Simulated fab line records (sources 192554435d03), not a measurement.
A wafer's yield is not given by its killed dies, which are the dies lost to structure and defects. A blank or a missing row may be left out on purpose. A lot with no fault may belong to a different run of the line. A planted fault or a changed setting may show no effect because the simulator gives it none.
fab line records	flow n5_finfet
record lots=5	wafers=14	last_day=17
route steps=1938 shown MOL_CONTACT_COAG@550 BEOL_M4@1111 PASSIVATION@1936
lots that met no fault: taken from a fault-free run of the same line
start_h: hours from the record's opening day to when the first of the lot's shown wafers began	wait_h: hours elapsed since this lot's preceding step	" repeats the value in the row above	L1.1+2: a single row standing in for several wafers	- either no value or no given start	* or withheld: withheld	< > ~ a bound
route shown NAME@n: NAME is a module with steps in the file, n the number in the route of the first one	usual: mean/standard deviation taken from wafers without a fault	same: alike in all rows	chamber/n: place in a boat	sites: per-site readings	_std_site: how widely they spread, as a standard deviation	_edge_site: mean of outer sites minus mean of inner sites	radius_mm: how far each site lies from the wafer's centre	mask NAME#n: copy n	behind: the last tool/chamber to shape the wafer	hold: why the lot was held/for how many hours/how that ended	device: the n, p or np transistor that did not switch	end of line: the tests these same wafers got at the end of their route	a step given without rows: its recipe and nothing more	killed: count of dies lost to structure and defects at first sort (not the wafer's yield)	map: the dies of a wafer, with x for killed, . for not killed, _ for no die there
set.NAME: the setting as run; set.NAME@STEP: as run at that earlier step	model.NAME: the simulator's own value behind a step, which no gauge read
lots seen at some steps along the route; tables by step, rows by wafer
services: from which hour (start_h, from the record's first day; less than 0 if before it) a tool's chamber was out of use, for how many hours, and why
## steps
# step N5_MOL_CONTACT_COAG_PRE_CLEAN_142
# recipe gas=H2/He	time_s=60	temp_c=300
# step N5_MOL_CONTACT_COAG_SPUTTER_130
# recipe material=Co	target_thk_a=475	temp_c=25	chamber_pressure_pa=0.5	power_w=3000
# step N5_MOL_CONTACT_COAG_PRECLEAN_125
# recipe chemistry=DIW	time_s=57.5	temp_c=23
# step N5_MOL_CONTACT_COAG_SRD_126
# recipe dry_time_s=32	dry=n2_spin	spin_rpm=1500
# step N5_MOL_CONTACT_COAG_CMP_23
# recipe stop_on=SiO2	t_overpolish_s=1.5	post_cmp_clean=cu_alkaline	down_force_psi=2	platen_rpm=50.289	pad_velocity_m_s=1.0006	target_thk_nm=0
# step N5_MOL_CONTACT_COAG_WET_ETCH_26
# recipe target=Co	target_depth_nm=13
# step N5_MOL_CONTACT_COAG_WET_ETCH_116
# recipe chemistry=SC1-inhibited	target_depth_nm=4.6	dry=ipa_marangoni	rinse_time_s=30	rinse_temp_c=23
# step N5_MOL_CONTACT_COAG_ALD_27
# recipe material=SiOC	target_thk_a=170	temp_c=400	ald_precursor_family=carbosiloxane	ald_co_reactant=H2-plasma	pulse_time_s=1.5	time_s=2720	purge_time_s=2	co_reactant_purge_time_s=2	ald_cycles=340	pressure_torr=2
# step N5_MOL_CONTACT_COAG_CMP_28
# recipe stop_on=SiNx	t_overpolish_s=0.85	post_cmp_clean=alkaline_brush	down_force_psi=4.15	platen_rpm=51.8	pad_velocity_m_s=1.0307	target_thk_nm=14.522
# step N5_MOL_CONTACT_COAG_ALD_123
# recipe material=SiNx	target_thk_a=50	temp_c=400	ald_precursor_family=SiH2I2	ald_co_reactant=N2/H2-plasma	pulse_time_s=1	purge_time_s=2	co_reactant_purge_time_s=2	ald_cycles=100	pressure_torr=2
# usual ald_cycles=100/0	heater_power_w=880/92	precursor_pulse_height_rel=0.999/0.018
# same co_reactant_purge_time_s=2
lot.wafer	tool	chamber	start_h	wait_h	ald_cycles	heater_power_w	precursor_pulse_height_rel	model.SiNx_of_MOL_CONTACT_COAG_ALD_123.thk_nm
L717.3	ald_sin-01	3	124.75	0.2	100	772	0.977	5
L717.4	"	0	"	"	100	1002	1.000	5
L717.6	"	0	"	"	100	962	1.009	5
L727.3	ald_sin-01	3	182.45	0.2	155	747	1.013	7.8
L727.5	"	0	"	"	100	972	1.008	5
L727.6	"	1	"	"	100	1039	1.011	5
L730.2	ald_sin-01	0	200.35	0.3	100	1005	0.983	5
L730.3	"	2	"	"	155	730	1.000	7.8
L730.6	"	2	"	"	100	706	1.003	5
L732.1	ald_sin-01	0	212.57	0.4	155	1031	1.000	7.8
L732.5	"	1	"	"	100	1016	1.002	5
L734.1	ald_sin-03	1	221.68	0.0	100	905	1.003	5
L734.3	"	3	"	"	100	841	1.003	5
L734.5	"	2	"	"	100	913	0.991	5
# step N5_MOL_CONTACT_COAG_PECVD_31
# recipe material=SiO2	target_thk_a=460	temp_c=400	precursor=TEOS/O2	pressure_torr=6.5	rf_w=withheld	teos_flow_sccm=withheld	gas=O2	flow_sccm=2650	time_s=8.9
# step N5_MOL_CONTACT_COAG_COAT_75
# recipe resist=SOC	temp_c=250	time_s=60	spin_rpm=1500	resist_thk_nm=60
# step N5_MOL_CONTACT_COAG_COAT_76
# recipe resist=SiARC	temp_c=220	time_s=60	spin_rpm=1500	resist_thk_nm=10
# step N5_MOL_CONTACT_COAG_COAT_77
# recipe resist=underlayer	temp_c=205	time_s=60	spin_rpm=1500	resist_thk_nm=10
# step N5_MOL_CONTACT_COAG_COAT_78
# recipe resist=CAR-EUV	spin_rpm=1500	resist_thk_nm=40
# step N5_MOL_CONTACT_COAG_EBR_80
# recipe solvent=PGMEA	ebr_width_mm=1.5
# step N5_MOL_CONTACT_COAG_SOFTBAKE_79
# recipe temp_c=110	time_s=60	resist=CAR-EUV
# step N5_MOL_CONTACT_COAG_EXPOSE_81
# recipe mask_id=VG	na=0.33	source_shape=annular	sigma_inner=0.3	sigma_outer=0.7	polarization=unpolarized	defocus_nm=0	dose_mj=59.5
# step N5_MOL_CONTACT_COAG_PEB_82
# recipe peb_temp_c=100	peb_time_s=60	resist=CAR-EUV
# step N5_MOL_CONTACT_COAG_DEVELOP_83
# recipe develop_time_s=30	developer=TMAH	resist=CAR-EUV	rinse_liquid=surfactant_rinse	dry=air_spin	dev_temp_c=23
# step N5_MOL_CONTACT_COAG_DESCUM_88
# recipe chemistry=O2	time_s=7	source_power_w=50	bias_power_w=20	pressure_mtorr=20	rf_frequency_hz=2.712e+07	temp_c=40	resist=CAR-EUV	o2_flow_sccm=225
# step N5_MOL_CONTACT_COAG_ETCH_89
# recipe chemistry=N2/H2	target=underlayer	target_depth_a=130	mask_material=CAR-EUV	time_s=10.4	ion_energy_ev=200	pressure_mtorr=30	source_w=840	bias_w=150	n2_flow_sccm=200	h2_flow_sccm=200	ends=cleared
# step N5_MOL_CONTACT_COAG_ETCH_90
# recipe chemistry=CF4	target=SiARC	target_depth_a=130	mask_material=CAR-EUV	time_s=21.7	ion_energy_ev=80	pressure_mtorr=40	source_w=545	bias_w=36	Ar_flow_sccm=100	cf4_flow_sccm=100	ends=cleared
# step N5_MOL_CONTACT_COAG_ALD_131
# recipe material=SiO2	target_thk_a=50	temp_c=100	ald_precursor_family=BDEAS	ald_co_reactant=O2-plasma	pulse_time_s=1	co_reactant_pulse_time_s=1	purge_time_s=2	co_reactant_purge_time_s=2	ald_cycles=35	pressure_torr=2
# step N5_MOL_CONTACT_COAG_ETCHBACK_132
# recipe chemistry=CHF3	target=SiO2	target_depth_a=100	time_s=6.7	ion_energy_ev=200	pressure_mtorr=30	source_w=610	bias_w=170	Ar_flow_sccm=200	CHF3_flow_sccm=50
# step N5_MOL_CONTACT_COAG_ETCH_91
# recipe chemistry=N2/H2	target=SOC	target_depth_a=600	overetch_a=210	mask_material=SiARC	temp_c=40	time_s=101.2	ion_energy_ev=200	pressure_mtorr=30	source_w=840	bias_w=150	n2_flow_sccm=200	h2_flow_sccm=200
# step N5_MOL_CONTACT_COAG_STRIP_92
# recipe chemistry=N2/H2	temp_c=40	n2_flow_sccm=200	h2_flow_sccm=200	rf_frequency_hz=6e+07
# step N5_MOL_CONTACT_COAG_STRIP_93
# recipe chemistry=N2/H2	temp_c=40	n2_flow_sccm=200	h2_flow_sccm=200	rf_frequency_hz=6e+07
# step N5_MOL_CONTACT_COAG_ETCHBACK_135
# recipe chemistry=CHF3	target=SiO2	target_depth_a=250	time_s=16.7	ion_energy_ev=200	pressure_mtorr=30	source_w=610	bias_w=170	Ar_flow_sccm=200	CHF3_flow_sccm=50
# step N5_MOL_CONTACT_COAG_STRIP_118
# recipe chemistry=CHF3	resist=SiARC	rf_frequency_hz=6e+07
# step N5_MOL_CONTACT_COAG_VIA_ETCH_46
# recipe chemistry=C4F6/O2	target_depth_a=460	overetch_a=92	mask_material=SOC	target=SiO2	bias_w=455	pressure_mtorr=10	time_s=40	source_w=325	Ar_flow_sccm=300	C4F6_flow_sccm=10	O2_flow_sccm=10	ion_energy_ev=575.3	ends=end_point
# step N5_MOL_CONTACT_COAG_STRIP_96
# recipe chemistry=N2/H2	power_w=500	temp_c=40	pressure_mtorr=50	rf_frequency_hz=6e+07	overash_fraction=0.3	bias_power_w=28	h2_frac=0.5	n2_flow_sccm=300	h2_flow_sccm=300
# step N5_MOL_CONTACT_COAG_ETCH_47
# recipe chemistry=CH3F/O2	target=SiNx	target_depth_a=270	mask_material=SiO2	stop_on=W	over_etch_frac=0.2	ion_energy_ev=120	endpoint=OES-CN	pressure_mtorr=30	source_w=395	bias_w=73	Ar_flow_sccm=150	CH3F_flow_sccm=30	O2_flow_sccm=20	ends=end_point
# step N5_MOL_CONTACT_COAG_STRIP_119
# recipe chemistry=N2/H2	time_s=30	power_w=1000	temp_c=250	pressure_mtorr=withheld	n2_flow_sccm=1750	h2_flow_sccm=3250
# step N5_MOL_CONTACT_COAG_PRECLEAN_144
# recipe chemistry=alkaline_clean	temp_c=60	time_s=60	do_ppb=50
# step N5_MOL_CONTACT_COAG_SRD_145
# recipe dry=ipa_marangoni	time_s=30	temp_c=23	rinse_liquid=diw
# step N5_MOL_CONTACT_COAG_ETCH_124
# recipe chemistry=CH3F/O2	target=SiNx	target_depth_a=65	mask_material=SOC	stop_on=SiOC	over_etch_frac=0.3	ion_energy_ev=120	pressure_mtorr=30	source_w=395	bias_w=73	Ar_flow_sccm=150	CH3F_flow_sccm=30	O2_flow_sccm=20	ends=end_point
# usual drypump_motor_current_A=5.7/0.45	oes_ar_750_au=0.81/0.088	oes_product_au=0.69/0.075	rf_vpp_V=296/3.2	showerhead_plenum_p_Torr=2.00/0.064	throttle_valve_pct=16.18/0.22
lot.wafer	tool	chamber	start_h	wait_h	drypump_motor_current_A	oes_ar_750_au	oes_product_au	rf_hours_counter_h	rf_vpp_V	showerhead_plenum_p_Torr	throttle_valve_pct	model.etch.depth_nm
L717.3	rie_diel-02	1	128.22	0.0	4.8	0.70	0.60	-	296	1.90	16.25	5.003
L717.4	"	3	"	"	5.9	0.81	0.69	-	300	2.03	16.31	5.004
L717.6	"	3	"	"	5.9	0.82	0.69	-	298	2.03	16.32	4.997
L727.3	rie_diel-03	2	185.43	0.0	6.4	0.72	0.71	198	300	1.90	16.28	6.479
L727.5	"	3	"	"	6.3	0.71	0.60	-	294	1.98	16.69	4.982
L727.6	"	2	"	"	6.4	0.72	0.61	-	302	1.90	16.27	5.004
L730.2	rie_diel-01	0	203.43	0.0	6.2	0.94	0.80	13	294	2.05	15.77	5.017
L730.3	"	2	"	"	5.5	0.76	0.75	187	289	1.99	16.10	6.422
L730.6	"	0	"	"	6.2	0.94	0.79	-	294	2.05	15.77	5.033
L732.1	rie_diel-01	0	215.70	0.0	6.2	0.93	0.93	17	294	2.05	15.78	6.601
L732.5	"	0	"	"	6.2	0.92	0.78	-	294	2.05	15.78	4.985
L734.1	rie_diel-01	0	225.00	0.0	6.2	0.91	0.78	21	294	2.04	15.78	5.029
L734.3	"	2	"	"	5.5	0.75	0.63	196	291	1.99	16.11	5.007
L734.5	"	2	"	"	5.6	0.75	0.63	-	291	1.99	16.11	4.988
# step N5_BEOL_M4_RC_MEAS_101
# usual DIBL_N=36.4/1.2	DIBL_P=36.1/1.6	IOFF_N=0.156/0.024	IOFF_P=0.21/0.031	ION_N=674/11	ION_P=463/6.9	SS_N=71.5/0.5	SS_P=73.2/0.55	VT_N=250.0/2.9	VT_P=-250/3.6
lot.wafer	tool	chamber	start_h	wait_h	DIBL_N[mV/V]	DIBL_P[mV/V]	IOFF_N[nA/um]	IOFF_P[nA/um]	ION_N[uA/um]	ION_P[uA/um]	SS_N[mV/dec]	SS_P[mV/dec]	VT_N[mV]	VT_P[mV]
L717.3	prober-02	0	189.31	0.3	35.0	37.1	0.157	0.21	680	462	71.5	73.1	248.7	-252
L717.4	"	0	"	"	36.7	38.0	0.191	0.24	685	460	71.6	73.1	248.1	-250
L717.6	"	0	"	"	36.0	37.1	0.172	0.22	684	469	71.7	73.3	246.0	-252
L727.5	prober-02	0	244.52	0.6	35.4	34.0	0.138	0.17	663	452	71.2	72.5	250.0	-255
L727.6	"	0	"	"	36.7	35.7	0.170	0.19	685	460	71.6	73.4	247.7	-253
L730.2	prober-01	0	258.14	0.2	36.4	35.9	0.146	0.20	670	458	72.1	73.2	250.1	-252
L730.6	"	0	"	"	35.4	34.3	0.129	0.20	659	458	70.5	72.4	256.2	-253
L732.1	prober-01	0	276.79	0.0	37.9	36.7	0.178	0.24	684	469	72.1	74.2	249.4	-247
L732.5	"	0	"	"	35.7	33.8	0.141	0.20	665	464	71.8	72.6	247.6	-250
L734.1	prober-02	0	300.83	0.0	36.3	35.0	0.132	0.18	678	460	70.2	72.7	252.7	-253
L734.3	"	0	"	"	35.9	34.9	0.130	0.17	667	454	71.5	72.4	253.0	-257
L734.5	"	0	"	"	36.5	35.0	0.133	0.18	671	462	71.3	73.5	252.2	-254
# step N5_PASSIVATION_PROBE_49
# usual defect_limited_yield=91.4/1.5	killed_at_M0_to_M3=31/11	killed_at_M4_up=13/5.5	killed_at_contacts=13/6.3	killed_at_front_end=40/13	killed_at_other=3.3/2.6	killed_dies=101/18	killed_on_rim=13/4	killed_open=67/13	killed_short=33/7.9	sort_bin_5_function=5.1/1	sort_bin_6_memory=3.2/0.68	sort_n_pass=1079/18	sort_yield_pct=91.4/1.5
# same gross_dies=1180	killed_at_back_side=0	sort_bin_4_leakage[%]=0	sort_bin_8_speed[%]=0
lot.wafer	tool	chamber	start_h	wait_h	defect_limited_yield[%]	killed_at_M0_to_M3	killed_at_M4_up	killed_at_contacts	killed_at_front_end	killed_at_other	killed_dies	killed_on_rim	killed_open	killed_short	sort_bin_5_function[%]	sort_bin_6_memory[%]	sort_n_pass	sort_yield_pct[%]
L727.3	prober-02	-	351.51	0.1	33.5	18	16	720	29	2	785	113	49	23	63.9	2.3	395	33.5
L727.5	prober-02	-	351.61	0.2	93.6	26	11	4	32	3	76	10	40	35	3.3	2.6	1104	93.6
L727.6	prober-02	-	351.66	0.3	91.9	25	17	14	36	3	95	15	63	31	4.0	3.8	1085	91.9
L730.3	prober-02	-	356.38	0.1	8.9	31	11	976	56	1	1075	148	73	38	87.2	3.5	105	8.9
L732.1	prober-02	-	370.03	0.0	71.3	8	17	271	38	5	339	125	69	12	25.6	3.1	841	71.3
L734.1	prober-02	-	406.13	0.2	91.2	42	18	5	38	1	104	13	67	37	5.6	3.0	1076	91.2
L734.3	prober-02	-	406.23	0.3	92.7	32	20	4	28	2	86	11	69	15	4.7	2.5	1094	92.7
L734.5	prober-02	-	406.33	0.4	91.0	52	15	3	35	1	106	17	70	36	4.8	3.7	1074	91.0
# killed by level:class
L727.3 MOL_CONTACT_COAG:area_etch=713 FIN_SAQP:geometric_particle:open=6 BEOL_M2:geometric_particle:open=6 MOL_CONTACT_COAG:geometric_particle:open=5 BEOL_M1:geometric_particle:open=5 DUMMY_GATE:geometric_particle:open=4 BEOL_M0_SAQP:geometric_particle:short=4 BEOL_M6:geometric_particle:open=4
L727.5 FIN_SAQP:geometric_particle:short=9 BEOL_M1:geometric_particle:short=5 BEOL_M1:geometric_particle:open=5 STARTING-WAFER:geometric_particle:short=5 FIN_SAQP:geometric_particle:open=4 MOL_CONTACT_COAG:geometric_particle:open=4 BEOL_M3:geometric_particle:open=4 BEOL_M0_SAQP:geometric_particle:open=4
L727.6 MOL_CONTACT_COAG:geometric_particle:open=13 GATE_CUT:geometric_particle:short=10 FIN_SAQP:geometric_particle:open=8 BEOL_M8:geometric_particle:open=6 FIN_SAQP:geometric_particle:short=5 BEOL_M2:geometric_particle:open=5 BEOL_M4:geometric_particle:open=4 DUMMY_GATE:geometric_particle:open=4
L730.3 MOL_CONTACT_COAG:area_etch=964 FIN_SAQP:geometric_particle:open=17 STI_FIN_REVEAL:geometric_particle:open=15 FIN_SAQP:geometric_particle:short=12 MOL_CONTACT_COAG:geometric_particle:open=10 BEOL_M1:geometric_particle:open=7 BEOL_M0_SAQP:geometric_particle:open=5 BEOL_M0_SAQP:geometric_particle:short=4
L732.1 MOL_CONTACT_COAG:area_etch=257 MOL_CONTACT_COAG:geometric_particle:open=12 FIN_SAQP:geometric_particle:open=10 BEOL_M4:geometric_particle:open=9 STI_FIN_REVEAL:geometric_particle:open=7 STARTING-WAFER:geometric_particle:open=5 ILD0:geometric_particle:open=4 BEOL_M7:geometric_particle:open=4
L734.1 BEOL_M0_SAQP:geometric_particle:open=12 ILD0:geometric_particle:open=8 BEOL_M2:geometric_particle:open=8 BEOL_M1:geometric_particle:short=7 BEOL_M0_SAQP:geometric_particle:short=6 GATE_CUT:geometric_particle:short=5 MOL_CONTACT_COAG:geometric_particle:open=5 BEOL_M5:geometric_particle:open=5
L734.3 BEOL_M2:geometric_particle:open=10 BEOL_M1:geometric_particle:open=7 BEOL_M7:geometric_particle:open=6 BEOL_M0:geometric_particle:open=5 DUMMY_GATE:geometric_particle:open=4 GATE_CUT:geometric_particle:open=4 BEOL_M0_SAQP:geometric_particle:open=4 BEOL_M5:geometric_particle:open=4
L734.5 BEOL_M3:geometric_particle:open=15 BEOL_M1:geometric_particle:open=11 BEOL_M2:geometric_particle:open=11 GATE_CUT:geometric_particle:short=8 GATE_CUT:geometric_particle:open=6 BEOL_M0_SAQP:geometric_particle:short=6 BEOL_M4:geometric_particle:open=6 STARTING-WAFER:geometric_particle:short=5
# map L727.3 (x killed, . not)
_________________..x.x..xxx.x________________
______________x.xxx.x.x.xx.x.x.._____________
___________xxxxxxxx.x....xxx....x..__________
__________xx.xxxxx..x..xx.x.x.x.x.xx_________
________xxxx.xxxxxxxxxx.....x..x.x.xxx_______
_______xxxxxxx..xxx.xxxx..x..x...xxxxxx______
______xxxxxxxxxxxxxxxxxxxxx.xxx..xxxxxxx_____
_____x.xxxxxxxxxxxxxxxxxxx.x.x.xxxxxxxxxx____
____xxxxxxxxxxxxxxxxx.xxxx.xx.xxxxxxxxxxxx___
___.xxxxxxxxxxxxxxxxxxxxxx..x.xxxxxxxxxxxxx__
___x..xxxxx.xxxxxxxxxxxx......xxxxxxxxxxxxx__
__x.xxxxxxxxxxx.xxx.xxxx.xxx.x.x.xxxxxxxxxxx_
__.xxx.xxxx.xxxxxxxx.....x........xxxxxx.xxx_
_.xxx.x.x..x.xx......xx....x....x.xxxx.xxx.xx
_xxxxxxxxxxx.x..x............x.x.x..xx..xxxx.
_xxxxxxxxxx.........x...xxx.x....x..x..xxxxxx
_xxxxx.xxxx.x.xx.x.....xx.x.....xxxxx.x...xxx
_xxxx.xx.xxxxxx....xx...x.xxx.....xx.xxx.xx..
_xxxxxx.xxx.x.x..x....xxx.xxxx.x.x.xxxxxx...x
_xxxxxx.x..xx...xx.x...xxx.xxxxx.xx..xxxx.xxx
_xxxxxxxxxxx.x.x..xxxxxxxxxxxxxxxxxx.x.xxxxxx
__xxxxxxxxxxx...x.x.x.xx.xxxxxxxx.xxxxxx.x.x_
__xxx.xxx........xx.x.xx.xx.xxxxxxxxxxxxxxxx_
___xxxxxx.x.....x.x.x.xxxx.x.x.xxxxxxxx.xxx__
___xxx..x..xxx..x.xx.xxxxxx.x.xxxx.xx.xx.xx__
____.xx.......x..xx.xxxxx.xx.xxxxxxxxxxxx.___
_____xx.xx..x.x.xxxx.x.xxxxxx.x...xx.xxxx____
______x.xxxxxxxxx...x.x.xx...x.x.xx.xxxx_____
_______xxxxxxx.xx.x....x...x.x.xxx..xxx______
________xx..xxxxx....x........x.xxx.xx_______
__________xxxxxx.xx..xx.....x...xxxx_________
___________xxxxxxxxx.x.....x.xxxxxx__________
______________xxxxx.xxxx.x......_____________
_________________xx..........________________
# map L730.3 (x killed, . not)
_________________xxxxxxxxxxxx________________
______________xxxxxxxxxxxxxx.xxx_____________
___________xxxxxxxxxxxxxxxxxxxxxxxx__________
__________xxxxxxxxxxxxxxxxxxxxxxxxxx_________
________xxxxxxxx.xxxxxxxxxxxxxxxxxxxxx_______
_______xxxxxxxxxxx.x.xxxxxxxxxxxxxxxxxx______
______xxxxxxxxxxxxxx.xxx.xxxxxxxxxxxxxxx_____
_____xxxxxxxxxxxxxxxxxxxx.xxxxxxxxxxxxxxx____
____xxxxxxxxxxxxxxxxxxxxx.x.xxxxxxxxxxxxxx___
___xxxxxxxxxxxxxxxxxxxxxxx.xxxxxxxxxxxxxxxx__
___.xxxxxxxxx.xxx.xxxx.xxxxxxxxxxxxxxxxxxxx__
__xxxxxxxxxxxxxx.x.x...xxxxxxxxxxxxxxxxxx.xx_
__xxxxxxxxxx.xxxxxxx.xxxxxxxxxxxxxxxxxxxxxxx_
_xxxxxxxxxxxxxx..xxxxxxx.xxxxxxxxxxxxxxxxxxxx
_xxxxxxxxxxxxxxxxxxx.x..x.xxxxxx.xxxxxxxxxxxx
_xxxxxxxxxxxxx..xxxxxxxxxxxxxxxxxxxx.xxxxxxxx
_xxxxxxxxxx.xxxxxxxxxxx.x.xxxxxxxxxx..xxxxxxx
_xxxxxxxx.xxxxxxx.xxxxxxxxxxxxxxxxxx.xxxxxxxx
_xxxxxxxxxxxx.xxxxx.xxxx..xx.xxxx.x.xxxxxxxxx
_xxxxxxxxxxxxxxxxx.xxx..xxxx..xxxxxxxx.xxxxxx
_xxxxxxxxxxxxxx.xxx..x..xx.xxxx.xxxx.xxxxxxxx
__xxxxxxxxxxxxxxxxxx..xx....x.x.xxxxxxxxxxxx_
__xxxxxxxxxxxxxxxx..xx.x.xxxxx..xxxxxxxxxxxx_
___xxxxxxxxxxxxxxxx.x.x..xx..xx..xxxxxxxxxx__
___xxxxxx.xxxxxxxxxxx.xxxx.xxxxx.xxxxxxxxxx__
____xxxxxxxxxxxxxxxxxxxxx.xx.xxxx..xxxxxxx___
_____xxxxxx.xxxxxxxxx.xxxxx.xxxxxxxxxxxxx____
______x.xxxxxxxxx.xxxx.xxxxxxxxxxxxxxxxx_____
_______xxxxx.xxxxxxxxxxxxxxxxxxxxxxxxxx______
________xxxxx.xxxxxx.xxxxxxxxxxxxxxxxx_______
__________xxxx.x.xxxxxxxxxxxxxxxxxxx_________
___________xxx.x.xxxxxxxxxxxxxxxxxx__________
______________xxxxxxxxxxxxxxxxxx_____________
_________________xxxxxxxxxxxx________________
## services
tool	chamber	start_h	hours	kind
ald_sin-03	3	101.40	10.0	repair
rie_diel-02	2	108.20	-	clean
rie_diel-02	2	108.20	-	consumable_replace:focus_ring
rie_diel-02	2	108.20	21.8	scheduled_down
rie_diel-02	2	108.20	21.8	vent_cycle
ald_sin-03	0	108.39	8.2	repair
rie_diel-01	1	121.69	7.3	repair
rie_diel-01	0	144.08	-	clean
rie_diel-01	0	144.08	-	consumable_replace:focus_ring
rie_diel-01	0	144.08	27.9	scheduled_down
rie_diel-01	0	144.08	27.9	vent_cycle
rie_diel-02	3	152.96	1.8	repair
rie_diel-03	0	165.62	14.4	repair
rie_diel-01	1	172.82	7.6	repair
rie_diel-02	0	174.77	2.9	repair
rie_diel-03	0	180.07	-	clean
rie_diel-03	0	180.07	-	consumable_replace:focus_ring
rie_diel-03	0	180.07	19.5	scheduled_down
rie_diel-03	0	180.07	19.5	vent_cycle
rie_diel-03	3	199.55	-	clean
rie_diel-03	3	199.55	-	consumable_replace:focus_ring
rie_diel-03	3	199.55	31.3	scheduled_down
rie_diel-03	3	199.55	31.3	vent_cycle
ald_sin-01	2	224.58	12.5	repair
## key
first_sign step=N5_MOL_CONTACT_COAG_ALD_123	reading=ald_cycles	direction=up	sigmas=99+	usual=*	struck=*
effect step=N5_PASSIVATION_PROBE_49	reading=killed_at_contacts	direction=up	sigmas=99+	usual=13	struck=656
model_effect step=N5_MOL_CONTACT_COAG_ALD_123	value=SiNx_of_MOL_CONTACT_COAG_ALD_123.thk_nm	without=5	struck=7.8
model_effect step=N5_MOL_CONTACT_COAG_ETCH_124	value=etch.depth_nm	without=5.008	struck=6.501
more_kills_born_at N5_MOL_CONTACT_COAG_ETCH_48@rie_diel-01=1221	N5_MOL_CONTACT_COAG_ETCH_48@rie_diel-03=713
met_at N5_MOL_CONTACT_COAG_ALD_123
struck_wafers L727.3,L730.3,L732.1
later_rows_left_out L727.3,L730.3
onset_between 124.75 182.45
fault kind=process_parameter_drift	tool=ald_sin-01	chamber=-	onset_h=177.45	steps=N5_MOL_CONTACT_COAG_ALD_123	channel=ald_cycles	offset=*	shape=step	end_h=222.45	scope=struck_wafers_only	acts_in=*	stated=*
# later_rows_left_out: the simulator's readings of these wafers behind a module that went badly wrong aren't trusted and aren't shown, but for the sort
